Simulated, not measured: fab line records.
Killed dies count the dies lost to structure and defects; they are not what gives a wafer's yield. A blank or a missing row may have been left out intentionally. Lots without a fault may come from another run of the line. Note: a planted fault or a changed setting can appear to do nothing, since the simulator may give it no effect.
Which of the tools did it?    flow nand-harc    12 lots with 36 wafers sampled at 5 steps, on a route of 1159 steps

== WHAT THE GAUGES READ, wafer by wafer ==
NHARC_A_CHANNEL_HOLE_D1_OVL_MEAS_11.
lot   measured      on          overlay-x-nm (nm)  overlay-y-nm (nm)
L110  day 8 11:22   overlay-01  -0.6 -1.0 -0.9     -1.6 -1.3 -2.1
L112  day 8 17:59   overlay-02  -0.8 -0.3 -0.4     -0.2 -0.2 -0.7
L113  day 9 02:05   overlay-02  0.9 1.1 1.2        -1.4 -1.7 -1.5
L114  day 9 07:23   overlay-01  1.0 0.6 0.5        -0.6 -0.3 -0.8
L117  day 10 01:57  overlay-02  -1.0 -1.6 -1.4     -0.1 0.6 0.7
L118  day 10 12:59  overlay-01  1.2 0.9 1.0        -0.6 -0.5 -0.3
L119  day 10 14:55  overlay-01  0.6 0.4 0.2        -0.7 -0.8 -0.3
L125  day 12 01:46  overlay-01  -0.1 -0.6 -0.5     0.3 0.5 0.6
L126  day 12 08:01  overlay-02  1.2 1.6 1.6        -0.3 0.6 0.4
L127  day 12 08:03  overlay-01  0.8 -0.2 0.0       0.7 0.3 1.1
L133  day 13 20:59  overlay-02  0.0 -0.3 -0.4      0.8 0.2 0.3
L132  day 14 07:22  overlay-02  -0.8 -1.1 -0.2     -0.6 -0.6 -0.3

NHARC_A_CHANNEL_HOLE_D1_CD_MEAS_18.
lot   measured      on         cd-nm (nm)
L110  day 8 12:35   cd-sem-01  100.1 94.9 99.0
L112  day 8 19:11   cd-sem-02  103.6 98.6 104.8
L113  day 9 03:28   cd-sem-02  97.6 97.9 96.2
L114  day 9 08:37   cd-sem-03  103.5 100.9 99.9
L117  day 10 03:10  cd-sem-01  99.4 100.9 98.4
L118  day 10 14:12  cd-sem-03  101.4 99.2 101.1
L119  day 10 16:07  cd-sem-01  99.0 96.9 99.2
L125  day 12 02:59  cd-sem-01  100.1 101.0 99.4
L126  day 12 09:14  cd-sem-01  96.6 97.9 94.4
L127  day 12 09:16  cd-sem-02  102.0 98.0 100.2
L133  day 13 22:12  cd-sem-01  105.6 101.0 99.7
L132  day 14 08:34  cd-sem-03  97.0 99.1 98.9

NHARC_END_SORT_01.
lot   measured      on         killed-at-array  killed-at-other  killed-at-periphery  killed-dies  killed-open  killed-short
L126  day 23 06:01  prober-02  674 672 672      0 2 2            3 3 3                677 677 677  2 3 3        4 2 1
L127  day 23 07:37  prober-01  674 674 673      0 0 1            3 3 3                677 677 677  1 1 5        1 4 1

== WHAT TOOL EACH LOT RAN ON (gives the tool, then ch and the chambers of the sampled wafers, and finally the start) ==
lot   NHARC_A_CHANNEL_HOLE_D1_ETCH_34                NHARC_A_CHANNEL_HOLE_D1_ETCH_19
L110  rie-diel-13 ch 0,3, day 8 12:35 or earlier     har-etch-01 ch 0,1, day 8 12:41
L112  rie-diel-02 ch 0,3, day 8 19:11 or earlier     har-etch-02 ch 0,1, day 8 19:16
L113  rie-diel-13 ch 0,1,3, day 9 03:28 or earlier   har-etch-01 ch 0, day 9 03:34
L114  rie-diel-02 ch 0,2,3, day 9 08:37 or earlier   har-etch-02 ch 0,1, day 9 08:43
L117  rie-diel-13 ch 2,3, day 10 03:10 or earlier    har-etch-01 ch 0,1, day 10 03:14
L118  rie-diel-02 ch 1,2,3, day 10 14:12 or earlier  har-etch-01 ch 0,1, day 10 14:17
L119  rie-diel-11 ch 1,2,3, day 10 16:07 or earlier  har-etch-01 ch 0,1, day 10 18:30
L125  rie-diel-13 ch 0,1,3, day 12 02:59 or earlier  har-etch-01 ch 0,1, day 12 03:07
L126  rie-diel-11 ch 0,3, day 12 09:14 or earlier    har-etch-02 ch 0,1, day 12 09:19
L127  rie-diel-02 ch 0,1,3, day 12 09:16 or earlier  har-etch-01 ch 0,1, day 12 09:23
L133  rie-diel-02 ch 0,3, day 13 22:12 or earlier    har-etch-02 ch 0,1, day 13 22:17
L132  rie-diel-02 ch 1,2,3, day 14 08:34 or earlier  har-etch-01 ch 0,1, day 14 10:00
- NHARC_A_CHANNEL_HOLE_D1_ETCH_34: etches the open film in CF4/CHF3, target depth 154 nm, time 77 s.
- NHARC_A_CHANNEL_HOLE_D1_ETCH_19: etches the open film in C4F8/O2/Ar, time 34.5 s.

== WHAT THE TOOLS THEMSELVES READ (means of the sampled wafers that have a number; where no wafer has one, the mark that the record gives instead) ==
NHARC_A_CHANNEL_HOLE_D1_ETCH_34.
lot   tool         bias-w (W)  cf4-flow-sccm (sccm)  chamber-pressure-mTorr (mTorr)  drypump-motor-current-A (A)  oes-product-au (a.u.)  rf-vpp-V (V)  showerhead-plenum-p-Torr (Torr)  throttle-valve-pct (%)
L110  rie-diel-13  199.9       100.1                 24.982                          5.3                          0.961                  374.0         1.65                             16.811
L112  rie-diel-02  200.4       100.3                 25.002                          5.7                          0.949                  371.9         1.63                             16.791
L113  rie-diel-13  199.9       100.3                 24.982                          5.6                          0.920                  371.4         1.61                             16.809
L114  rie-diel-02  200.3       99.6                  24.990                          5.7                          0.974                  371.9         1.65                             16.793
L117  rie-diel-13  199.8       100.1                 25.000                          5.5                          0.923                  369.4         1.55                             16.806
L118  rie-diel-02  200.1       100.1                 24.990                          5.8                          0.974                  371.0         1.60                             16.804
L119  rie-diel-11  200.1       100.2                 25.021                          5.4                          0.968                  371.4         1.61                             16.804
L125  rie-diel-13  199.8       100.0                 25.009                          5.6                          0.963                  371.2         1.61                             16.807
L126  rie-diel-11  200.0       99.8                  25.020                          5.4                          0.930                  369.4         1.52                             16.804
L127  rie-diel-02  200.1       100.2                 25.000                          5.9                          0.921                  370.5         1.58                             16.799
L133  rie-diel-02  201.0       100.2                 24.985                          5.8                          0.921                  372.7         1.64                             16.806
L132  rie-diel-02  199.7       100.2                 25.025                          5.9                          0.976                  371.1         1.60                             16.805

NHARC_A_CHANNEL_HOLE_D1_ETCH_19.
lot   tool         bias-v (V)  c4f8-flow-sccm (sccm)  chamber-pressure-mTorr (mTorr)  drypump-motor-current-A (A)  showerhead-plenum-p-Torr (Torr)  throttle-valve-pct (%)
L110  har-etch-01  1200        28.87                  15.010                          5.5                          3.85                             37.037
L112  har-etch-02  1200        28.90                  15.009                          6.3                          3.72                             37.045
L113  har-etch-01  1208        28.71                  15.002                          5.7                          3.87                             37.036
L114  har-etch-02  1197        28.84                  14.998                          6.0                          3.74                             37.040
L117  har-etch-01  1207        28.83                  15.011                          5.3                          3.82                             37.046
L118  har-etch-01  1202        28.86                  15.016                          5.4                          3.81                             37.038
L119  har-etch-01  1212        28.80                  15.008                          5.3                          3.81                             37.045
L125  har-etch-01  1205        28.87                  14.998                          5.3                          3.80                             37.039
L126  har-etch-02  -           -                      -                               -                            -                                -
L127  har-etch-01  -           -                      -                               -                            -                                -
L133  har-etch-02  1208        28.77                  14.998                          6.3                          3.69                             37.031
L132  har-etch-01  1203        28.83                  15.009                          5.4                          3.79                             37.041

== THE ANSWER, worked out from the rows above alone ==
Rule: the usual values come from the lots themselves. The widest of any qualifying gaps counts: lots, ordered by their means at a reading, are off when they make up no more than a third of the lots, leave a main group of 4 or more, and stand apart from it by 3 or more times the standard deviation of that group's means. A main group is skipped when, at the precision printed for the reading in the tables above, its means are all equal. Also off: a lot with no number at a reading for which 4 or more lots have one. All remaining lots with rows at the step are treated as sound. Order of review: gauges by route order, followed by the tools' own readings, for which a lot's mean as printed above is used. The first step at which some lot is off is used, and at that step the reading that is off furthest; a lot without a number counts as furthest.
Off, at NHARC_A_CHANNEL_HOLE_D1_ETCH_19 on bias-v: L126, L127. Without a number there: L126, L127. The main group has a mean of 1204 V with a standard deviation of 4.4.
A tool fits if, at that step or a process step before it, it ran every lot that is off, and no sound lot after the first of them. NHARC_A_CHANNEL_HOLE_D1_ETCH_34: start missing for some lots; hours and lot order therefore follow NHARC_A_CHANNEL_HOLE_D1_CD_MEAS_18. Not one of the candidates tried fits.

== WHAT THE SIMULATOR HAD PUT IN ==
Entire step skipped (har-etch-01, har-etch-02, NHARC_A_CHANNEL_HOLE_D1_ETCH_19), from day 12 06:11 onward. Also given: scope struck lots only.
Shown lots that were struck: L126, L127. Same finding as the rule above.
